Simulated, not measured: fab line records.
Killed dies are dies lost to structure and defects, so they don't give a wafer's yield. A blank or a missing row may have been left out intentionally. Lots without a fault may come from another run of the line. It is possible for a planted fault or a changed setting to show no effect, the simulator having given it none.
Code-filled problem report in 8D (eight disciplines) form || flow n5_finfet || the parts of the form that need people (team, actions taken, sign-off) are left out

## 1. WHAT WENT WRONG
Wafers without a fault read 14, standard deviation 5.7; killed_at_M4_up at N5_PASSIVATION_PROBE_49 reads a mean of 131 on 2 wafers belonging to 2 lots. That is +21 standard deviations from the usual mean.
The first sign was on wafer L901.4 at day 14 06:23, on prober-01. The record has a number at this step for 6 wafers belonging to 2 lots. The rule behind "out" and "out of limits": a value lying over 4 standard deviations away from the usual mean. Any other wafer with a number is counted as sound.

## 2. WHAT IT IS AND WHAT IT IS NOT
{"question": "which readings at this step", "is": "killed_at_M4_up, defect_limited_yield, killed_dies, sort_bin_5_function, sort_n_pass, sort_yield_pct", "is not": "killed_at_M0_to_M3, killed_at_contacts, killed_at_front_end, killed_at_other, killed_open, killed_short"}
{"question": "which lots", "is": "L901, L902", "is not": "-"}
{"question": "which wafers of those lots", "is": "L901.4, L902.5", "is not": "L901.2, L901.3, L902.4, L902.6"}
{"question": "read on which tools", "is": "prober-01", "is not": "-"}
{"question": "when", "is": "from day 14 06:23", "is not": "up to then (2 sound wafers); but 2 sound wafers of L902 came after"}

## 3. SUSPECTS, AND WHAT RULES EACH OUT
Counting: any tool at a process step up to the reading remains a suspect provided it ran every lot that is out. Sound lots after the first of them don't rule it out here, since some wafers of a struck lot are sound.
- rie_diel-04 at N5_BEOL_M5_ETCH_67 (etches SiARC in CF4, target depth 15.6 nm, time 26 s): kept. It ran every lot that is out, first L901 (day 10 08:16).
- rie_diel-03 at N5_PASSIVATION_DESCUM_46 (chemistry O2, time 7.9 s): kept. It ran every lot that is out, first L901 (day 14 03:09).
- rie_diel-03 at N5_PASSIVATION_STRIP_48 (strips in O2): kept. It ran every lot that is out, first L901 (day 14 03:43).
- prober-01 at N5_PASSIVATION_PROBE_49: kept. It ran every lot that is out, first L901 (day 14 06:17). Out on those wafers are its own readings of defect_limited_yield, killed_at_M4_up, killed_dies, sort_bin_5_function, sort_n_pass, sort_yield_pct.
- Within rie_diel-04 at N5_BEOL_M5_ETCH_67: the wafers that are out ran in chamber 3; their sound lot-mates ran in chambers 0, 2.
- Within rie_diel-03 at N5_PASSIVATION_DESCUM_46: the wafers that are out ran in chambers 0, 1; their sound lot-mates ran in chambers 2, 3.
- Within rie_diel-03 at N5_PASSIVATION_STRIP_48: the wafers that are out ran in chambers 0, 1; their sound lot-mates ran in chambers 2, 3.
Left after counting: rie_diel-04 at N5_BEOL_M5_ETCH_67, rie_diel-03 at N5_PASSIVATION_DESCUM_46, rie_diel-03 at N5_PASSIVATION_STRIP_48, prober-01 at N5_PASSIVATION_PROBE_49.

## 4. THE CAUSE (what the simulator had put in)
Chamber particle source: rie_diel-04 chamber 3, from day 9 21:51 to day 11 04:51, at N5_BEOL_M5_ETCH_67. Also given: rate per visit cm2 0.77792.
Counting leaves 4 suspects; this tool is one of them.

## 5. THE EFFECT CHAIN, in route order
Rows list readings where the struck wafers' mean (over those with a number) sits beyond 3 standard deviations from the usual. Scope: only readings with a usual standard deviation given in the record; hours: median across lots of the time from each lot's start at the first step in this table that gives one to its start at this step; sigmas: change in usual standard deviations.
{"hours": 0, "step": "N5_PASSIVATION_PROBE_49", "reading": "defect_limited_yield", "usual": "91.2 %", "on struck wafers": 82.0, "change": -9.2, "sigmas": -7.7}
{"hours": 0, "step": "N5_PASSIVATION_PROBE_49", "reading": "killed_at_M4_up", "usual": 14, "on struck wafers": 131, "change": "+117", "sigmas": "+21"}
{"hours": 0, "step": "N5_PASSIVATION_PROBE_49", "reading": "killed_dies", "usual": 104, "on struck wafers": 212, "change": "+108", "sigmas": "+7.2"}
{"hours": 0, "step": "N5_PASSIVATION_PROBE_49", "reading": "sort_bin_5_function", "usual": "5.2 %", "on struck wafers": 11.6, "change": "+6.4", "sigmas": "+7.1"}
{"hours": 0, "step": "N5_PASSIVATION_PROBE_49", "reading": "sort_n_pass", "usual": 1076, "on struck wafers": 968, "change": -108, "sigmas": -7.2}
{"hours": 0, "step": "N5_PASSIVATION_PROBE_49", "reading": "sort_yield_pct", "usual": "91.2 %", "on struck wafers": 82.0, "change": -9.2, "sigmas": -7.7}
It contains these process steps:
- N5_PASSIVATION_PROBE_49

## 6. WHAT WOULD HAVE CAUGHT IT SOONER
First out-of-limits reading in this record: day 14 06:23, which is 105 hours after fault onset at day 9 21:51.
No tool reading at N5_BEOL_M5_ETCH_67 that has a usual standard deviation in the record was out on any struck wafer, so an alarm limit of 4 standard deviations on those readings would not have fired.
All the lots that are out (2) had begun N5_BEOL_M5_ETCH_67 on rie_diel-04 by day 14 06:23. Had the tool been put on hold then, not one of them would have been saved.
